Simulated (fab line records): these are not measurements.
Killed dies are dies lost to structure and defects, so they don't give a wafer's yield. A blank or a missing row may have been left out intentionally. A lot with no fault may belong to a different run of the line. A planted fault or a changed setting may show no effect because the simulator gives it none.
Which tool is to blame? | flow n5Finfet | 26 wafers from 10 lots sampled at 5 of the route's 1938 steps

== WHAT THE GAUGES READ, wafer by wafer ==
N5_GATE_CUT_CD_MEAS_13: target cd 20 nm. Usual: cdNm at 20.00 nm, with a standard deviation of 0.28.
lot  | measured     | on       | cdNm (nm)         | flag
L609 | day 4 22:19  | cdSem-02 | 19.85 20.33 20.59 | 
L610 | day 5 00:40  | cdSem-01 | 19.59 20.36       | 
L611 | day 5 07:40  | cdSem-01 | 19.93 20.18 20.45 | 
L614 | day 6 00:13  | cdSem-02 | 20.14 20.34 19.69 | 
L617 | day 6 15:50  | cdSem-03 | 19.81 20.15 19.76 | 
L625 | day 8 18:48  | cdSem-01 | 19.75 19.81 19.80 | 
L626 | day 8 22:49  | cdSem-02 | 20.25 19.90 20.22 | 
L628 | day 9 10:16  | cdSem-01 | 19.87 19.72       | 
L629 | day 9 18:56  | cdSem-02 | 20.37 19.66       | 
L630 | day 10 00:38 | cdSem-01 | 19.74 19.98       | 

N5_BEOL_M4_RC_MEAS_101. Usual: DIBL_N 36.3 mV/V, standard deviation 1.6; DIBL_P 36.2 mV/V, standard deviation 2; IOFF_N 0.160 nA/um, standard deviation 0.028; IOFF_P 0.21 nA/um, standard deviation 0.036; ION_N 677 uA/um, standard deviation 11; ION_P 465 uA/um, standard deviation 6.9; SS_N 71.5 mV/dec, standard deviation 0.55; SS_P 73.3 mV/dec, standard deviation 0.64; VT_N 250 mV, standard deviation 3; VT_P -250 mV, standard deviation 3.5.
lot  | measured     | on        | DIBL_N (mV/V)  | DIBL_P (mV/V)  | IOFF_N (nA/um)    | IOFF_P (nA/um) | ION_N (uA/um) | ION_P (uA/um) | SS_N (mV/dec)  | SS_P (mV/dec)  | VT_N (mV)   | VT_P (mV)      | flag
L609 | day 8 00:02  | prober-02 | 35.3 36.1 36.5 | 35.1 35.6 36.0 | 0.145 0.159 0.167 | 0.20 0.21 0.22 | 682 679 675   | 464 471 462   | 70.8 70.7 70.7 | 72.4 72.5 72.9 | 250 248 249 | -248 -247 -251 | 
L610 | day 8 04:13  | prober-01 | 32.7 35.3      | 32.0 35.6      | 0.112 0.149       | 0.15 0.19      | 668 671       | 454 462       | 70.4 71.5      | 72.0 72.9      | 253 249     | -257 -253      | 
L611 | day 9 01:31  | prober-01 | 37.0 38.2 39.1 | 35.5 37.4 37.2 | 0.146 0.175 0.185 | 0.23 0.26 0.27 | 678 678 683   | 464 474 467   | 71.7 71.3 72.3 | 72.9 73.4 73.3 | 249 247 247 | -247 -245 -243 | 
L614 | day 9 12:29  | prober-01 | 37.1 37.2 36.6 | 36.7 35.5 35.7 | 0.159 0.166 0.150 | 0.21 0.20 0.19 | 679 671 683   | 467 459 461   | 72.0 72.2 71.2 | 73.0 72.8 72.2 | 250 247 249 | -252 -250 -250 | 
L617 | day 10 15:08 | prober-01 | 37.8 38.0 37.6 | 38.9 39.1 38.2 | 0.187 0.190 0.177 | 0.29 0.29 0.27 | 684 688 673   | 478 479 469   | 71.4 72.1 71.1 | 73.6 73.4 73.6 | 246 248 248 | -243 -243 -244 | 
L625 | day 12 12:45 | prober-02 | 34.3 33.1 35.6 | 35.0 34.0 37.1 | 0.128 0.112 0.155 | 0.18 0.17 0.21 | 662 660 689   | 465 458 472   | 71.2 71.3 71.4 | 72.5 72.6 73.0 | 253 255 249 | -251 -252 -252 | 
L626 | day 12 16:37 | prober-01 | 37.2 36.1 34.9 | 37.2 36.7 35.5 | 0.156 0.142 0.133 | 0.20 0.19 0.18 | 675 666 673   | 459 457 463   | 71.4 71.4 71.2 | 73.1 73.5 72.8 | 252 254 252 | -251 -251 -251 | 
L628 | day 13 12:14 | prober-01 | 33.4 32.2      | 31.5 30.3      | 0.118 0.107       | 0.16 0.15      | 669 668       | 455 461       | 71.0 69.9      | 72.4 72.7      | 252 255     | -255 -254      | 
L629 | day 13 12:34 | prober-02 | 34.3 34.5      | 34.8 34.4      | 0.135 0.128       | 0.20 0.18      | 665 665       | 463 462       | 71.1 70.9      | 73.0 73.1      | 251 253     | -249 -252      | 
L630 | day 13 18:03 | prober-01 | 36.7 35.5      | 35.4 34.4      | 0.172 0.151       | 0.21 0.20      | 682 684       | 463 465       | 71.5 71.0      | 73.3 73.7      | 247 246     | -250 -248      | 

== TOOL THAT RAN EACH LOT (tool first, then ch and the chambers of the sampled wafers, then the start) ==
lot  | N5_GATE_CUT_HM_OPEN_40           | N5_GATE_CUT_CUT_ETCH_53         | N5_GATE_CUT_ETCH_47
L609 | rieDiel-04 ch 0,1,2, day 4 22:43 | rieMetal-03 ch 0,1, day 4 22:57 | rieMetal-03 ch 0,1, day 4 23:06
L610 | rieDiel-01 ch 0,2, day 5 00:57   | rieMetal-02 ch 0,1, day 5 01:11 | rieMetal-02 ch 0,1, day 5 01:20
L611 | rieDiel-05 ch 2,3, day 5 07:58   | rieMetal-01 ch 0,1, day 5 08:11 | rieMetal-01 ch 0,1, day 5 08:20
L614 | rieDiel-01 ch 0,1, day 6 00:49   | rieMetal-02 ch 0,1, day 6 01:10 | rieMetal-02 ch 0,1, day 6 01:19
L617 | rieDiel-01 ch 0,1,2, day 6 16:20 | rieMetal-02 ch 0,1, day 6 16:34 | rieMetal-02 ch 0,1, day 6 16:42
L625 | rieDiel-05 ch 0,1,2, day 8 19:53 | rieMetal-02 ch 0,1, day 8 20:07 | rieMetal-02 ch 0,1, day 8 20:16
L626 | rieDiel-04 ch 0,1,3, day 8 23:20 | rieMetal-02 ch 0,1, day 8 23:34 | rieMetal-02 ch 0,1, day 8 23:43
L628 | rieDiel-01 ch 0,3, day 9 10:34   | rieMetal-01 ch 0,1, day 9 10:47 | rieMetal-01 ch 0,1, day 9 10:56
L629 | rieDiel-04 ch 0,2, day 9 19:15   | rieMetal-01 ch 1, day 9 19:28   | rieMetal-01 ch 1, day 9 19:37
L630 | rieDiel-05 ch 0,2, day 10 01:11  | rieMetal-03 ch 1, day 10 01:26  | rieMetal-03 ch 1, day 10 01:34
- N5_GATE_CUT_HM_OPEN_40: chemistry C4F6/O2, target SiO2, target depth 139 nm, time 85.1 s.
- N5_GATE_CUT_CUT_ETCH_53: etches W in SF6/Cl2, target depth 79.2 nm.
- N5_GATE_CUT_ETCH_47: etches SiO2 in Cl2/BCl3, target depth 10 nm.

== AS READ BY THE TOOLS THEMSELVES (means over the sampled wafers that have a number; for cases with no such wafer, the mark the record gives instead) ==
N5_GATE_CUT_HM_OPEN_40. Usual: for biasW, 185.0 W with a standard deviation of 0.57; for drypumpMotorCurrentA, 5.9 A with a standard deviation of 0.56; for etchRfOnTimeS, 93.4 s with a standard deviation of 1.8; for oesProductAu, 0.73 a.u. with a standard deviation of 0.071; for rfVppV, 668 V with a standard deviation of 17; for showerheadPlenumPTorr, 2.89 Torr with a standard deviation of 0.072; for throttleValvePct, 20.9 % with a standard deviation of 0.31.
lot  | tool       | biasW (W) | drypumpMotorCurrentA (A) | etchRfOnTimeS (s) | oesProductAu (a.u.) | rfVppV (V) | showerheadPlenumPTorr (Torr) | throttleValvePct (%) | flag
L609 | rieDiel-04 | 184.5     | 6.2                      | 94.0              | 0.68                | 660        | 2.87                         | 21.1                 | 
L610 | rieDiel-01 | 185.6     | 6.0                      | 93.8              | 0.71                | 680        | 2.91                         | 21.0                 | 
L611 | rieDiel-05 | 184.6     | 5.9                      | 94.4              | 0.73                | 647        | 2.88                         | 21.2                 | 
L614 | rieDiel-01 | 184.7     | 5.9                      | 90.4              | 0.81                | 674        | 2.92                         | 20.5                 | 
L617 | rieDiel-01 | 185.3     | 5.9                      | 94.2              | 0.82                | 677        | 2.89                         | 20.7                 | 
L625 | rieDiel-05 | 185.3     | 5.6                      | 93.2              | 0.69                | 669        | 2.85                         | 20.9                 | 
L626 | rieDiel-04 | 185.1     | 5.8                      | 93.5              | 0.65                | 666        | 2.90                         | 21.0                 | 
L628 | rieDiel-01 | 184.9     | 6.0                      | 92.8              | 0.77                | 673        | 2.94                         | 21.0                 | 
L629 | rieDiel-04 | 184.7     | 6.5                      | 94.7              | 0.64                | 670        | 2.84                         | 21.3                 | 
L630 | rieDiel-05 | 185.1     | 5.5                      | 94.2              | 0.69                | 676        | 2.91                         | 20.8                 | 

N5_GATE_CUT_CUT_ETCH_53. Usual: SF6_flow_sccm 40.01 sccm, standard deviation 0.12; biasW 79.98 W, standard deviation 0.22; drypumpMotorCurrentA 5.61 A, standard deviation 0.25; etchRfOnTimeS 25.99 s, standard deviation 0.29; oesProductAu 0.65 a.u., standard deviation 0.064; rfFwdPowerW 878 W, standard deviation 3; throttleValvePct 28.94 %, standard deviation 0.23.
lot  | tool        | SF6_flow_sccm (sccm) | biasW (W) | drypumpMotorCurrentA (A) | etchRfOnTimeS (s) | oesProductAu (a.u.) | rfFwdPowerW (W) | throttleValvePct (%) | flag
L609 | rieMetal-03 | 40.06                | 79.82     | 5.54                     | 26.43             | 0.70                | 883             | 28.91                | 
L610 | rieMetal-02 | 39.99                | 80.09     | 5.54                     | 25.84             | 0.67                | 876             | 28.81                | 
L611 | rieMetal-01 | 39.97                | 80.03     | 5.91                     | 26.07             | 0.62                | 881             | 29.00                | 
L614 | rieMetal-02 | 39.95                | 79.91     | 5.56                     | 25.74             | 0.68                | 877             | 28.82                | 
L617 | rieMetal-02 | 39.89                | 79.84     | 5.54                     | 25.78             | 0.68                | 875             | 28.82                | 
L625 | rieMetal-02 | 40.00                | 80.07     | 5.53                     | 24.30             | 0.66                | 952             | 28.81                | OFF
L626 | rieMetal-02 | 40.04                | 80.12     | 5.56                     | 23.10             | 0.73                | 1024            | 28.84                | OFF
L628 | rieMetal-01 | 40.01                | 79.84     | 5.83                     | 25.81             | 0.59                | 876             | 29.13                | 
L629 | rieMetal-01 | 40.05                | 79.71     | 5.67                     | 25.77             | 0.56                | 874             | 29.45                | 
L630 | rieMetal-03 | 39.89                | 79.93     | 5.11                     | 26.21             | 0.69                | 875             | 28.89                | 

N5_GATE_CUT_ETCH_47. Usual: biasW 126.0 W, standard deviation 0.36; drypumpMotorCurrentA 5.62 A, standard deviation 0.25; oesProductAu 0.71 a.u., standard deviation 0.072; rfFwdPowerW 977 W, standard deviation 3.6; throttleValvePct 22.86 %, standard deviation 0.2.
lot  | tool        | biasW (W) | drypumpMotorCurrentA (A) | oesProductAu (a.u.) | rfFwdPowerW (W) | throttleValvePct (%) | flag
L609 | rieMetal-03 | 126.1     | 5.55                     | 0.77                | 978             | 22.77                | 
L610 | rieMetal-02 | 126.1     | 5.55                     | 0.73                | 976             | 22.71                | 
L611 | rieMetal-01 | 126.1     | 5.89                     | 0.69                | 976             | 22.99                | 
L614 | rieMetal-02 | 125.9     | 5.56                     | 0.76                | 976             | 22.75                | 
L617 | rieMetal-02 | 125.9     | 5.58                     | 0.75                | 980             | 22.76                | 
L625 | rieMetal-02 | 126.3     | 5.55                     | 0.68                | 978             | 22.71                | 
L626 | rieMetal-02 | 126.2     | 5.57                     | 0.73                | 974             | 22.77                | 
L628 | rieMetal-01 | 126.3     | 5.83                     | 0.66                | 974             | 23.08                | 
L629 | rieMetal-01 | 126.2     | 5.65                     | 0.61                | 973             | 23.30                | 
L630 | rieMetal-03 | 125.9     | 5.13                     | 0.75                | 981             | 22.81                | 

== THE ANSWER, worked out from the rows above alone ==
Rule: a lot counts as off when the mean over its wafers that have a number is more than 3 standard deviations away from the usual mean. Also off: a lot with no number at a reading for which 4 or more lots have one. Where the step has rows for the other lots, those lots are counted as sound. Order of review: gauges by route order, followed by the tools' own readings, for which a lot's mean as printed above is used. At the first step where some lot is off, the reading lying furthest off is the one used; lots without a number count as furthest.
Off: L625, L626, at N5_GATE_CUT_CUT_ETCH_53 (rfFwdPowerW).
A tool fits if, at that step or a process step before it, it ran every lot that is off, and no sound lot after the first of them. One candidate fits, namely rieMetal-02 at N5_GATE_CUT_CUT_ETCH_53. A fault onset in the window from L617 (day 6 16:34, its last sound lot) to L625 (day 8 20:07, its first lot off) fits.
The tool's own readings at N5_GATE_CUT_CUT_ETCH_53 bear it out: on the lots that are off they differ by more than 5 times the standard deviation of the sound lots' means. etchRfOnTimeS reads 23.70 s there against 25.96 s on the sound lots; rfFwdPowerW reads 988 W there against 877 W on the sound lots.

== WHAT THE SIMULATOR PUT IN ==
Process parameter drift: rieMetal-02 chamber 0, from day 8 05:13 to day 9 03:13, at N5_GATE_CUT_CUT_ETCH_53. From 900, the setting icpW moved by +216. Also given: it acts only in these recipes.
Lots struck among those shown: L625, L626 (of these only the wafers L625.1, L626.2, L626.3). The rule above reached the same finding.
